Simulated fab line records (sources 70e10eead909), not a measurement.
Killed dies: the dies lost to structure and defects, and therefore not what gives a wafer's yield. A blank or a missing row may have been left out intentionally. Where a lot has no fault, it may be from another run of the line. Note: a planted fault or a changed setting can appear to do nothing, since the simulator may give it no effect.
A lot that was struck, set against a sound lot :: flow nand harc :: 15 steps out of a route of 1159
Sound: wafers L826.1, L826.4, L826.6. Struck: wafer L840.1 (L840.5, L840.6, from the same lot, were not struck and are left out); the cause is given at the end.
Each step with rows lists, per side, the tool, then ch with its chambers, then its first start. Under that, the readings that differ: sound wafers :: struck wafers :: difference of the means :: sigmas: that difference in standard deviations of wafers without a fault.
alike: readings with means less than 2 such deviations apart, plus words and numbers identical on both sides. not compared: withheld readings, readings lacking a value on some wafer, bounds such as >300 that could conceal the same value, and numbers that have no deviation in the record and whose values overlap.
Wherever a step has rows on one side only, a row that says differs or no value, or a row with sigmas, the two part there. Numbers that don't overlap but have no deviation are shown without sigmas and don't part them. A reading that every wafer of one side lacks parts them only if that side has two wafers or more.

first, 8 steps without rows for these wafers: NHARC_A_BONDPAD_HMDS_02 (time 30 s); NHARC_A_BONDPAD_COAT_33 (time 65 s); NHARC_A_BONDPAD_COAT_03 (resist thk 600 nm); NHARC_A_BONDPAD_SOFTBAKE_04 (time 70 s); NHARC_A_BONDPAD_EBR_05; NHARC_A_BONDPAD_EXPOSE_06 (exposes mask A BPAD); NHARC_A_BONDPAD_PEB_07 (peb time 80 s); NHARC_A_BONDPAD_DEVELOP_08 (time 50 s).
NHARC_A_BONDPAD_CD_MEAS_09: target cd 500 nm.
  sound on cd sem-02 ch 0, day 18 21:44; struck on cd sem-02 ch 0, day 22 09:58
  alike: cd nm
NHARC_A_BONDPAD_OVL_MEAS_35:
  struck on overlay-01, day 22 10:04; sound on overlay-01, day 18 21:50
  alike: overlay x nm, overlay y nm
then, 1 step without rows for these wafers: NHARC_A_BONDPAD_HARDBAKE_10 (time 65 s).
NHARC_A_BONDPAD_DESCUM_11: chemistry O2, time 3 s.
  sound on rie diel-09 ch 0,1,3, day 18 21:58; struck on rie diel-09 ch 0, day 22 10:11
  alike: chamber pressure mTorr, drypump motor current A, o2 flow sccm, oes product au, rf vpp V, showerhead plenum p Torr, throttle valve pct
  not compared: rf hours counter h
NHARC_A_BONDPAD_ETCH_34: etches the open film in N2/H2, target depth 60 nm, overetch 18 nm, time 65.91 s.
  sound on rie diel-09 ch 2,3, day 18 22:02; struck on rie diel-09 ch 0, day 22 10:17
reading: drypump motor current A (A)
sound: 5.3 5.4 5.2
struck: 6.5
difference: +1.2
sigmas: +2

reading: oes product au (a.u.)
sound: 1.013 0.992 1.024
struck: 0.985
difference: -0.025
sigmas: -2

reading: run length s (s)
sound: 87.6 87.4 87.7
struck: 63.2
difference: -24.4
sigmas: -48
  alike: chamber pressure mTorr, rf vpp V, showerhead plenum p Torr, throttle valve pct
  not compared: rf hours counter h
NHARC_A_BONDPAD_ETCH_12: etches the open film in CHF3/O2, target depth 220 nm, time 110 s.
  sound: rie diel-09 ch 1,3; struck: rie diel-09 ch 1
  alike: chamber pressure mTorr, drypump motor current A, o2 flow sccm, oes product au, rf vpp V, run length s, showerhead plenum p Torr, throttle valve pct
  not compared: rf hours counter h
NHARC_END_SORT_01:
  the record has rows for the struck wafers here (prober-02 ch 0, day 24 05:11) and none for the sound ones

WHERE THEY PART
First at NHARC_A_BONDPAD_ETCH_34; last, within this record, at NHARC_END_SORT_01.

WHY: whatever the simulator had introduced
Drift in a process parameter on rie diel-09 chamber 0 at NHARC_A_BONDPAD_ETCH_34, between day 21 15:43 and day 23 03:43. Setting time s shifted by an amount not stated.
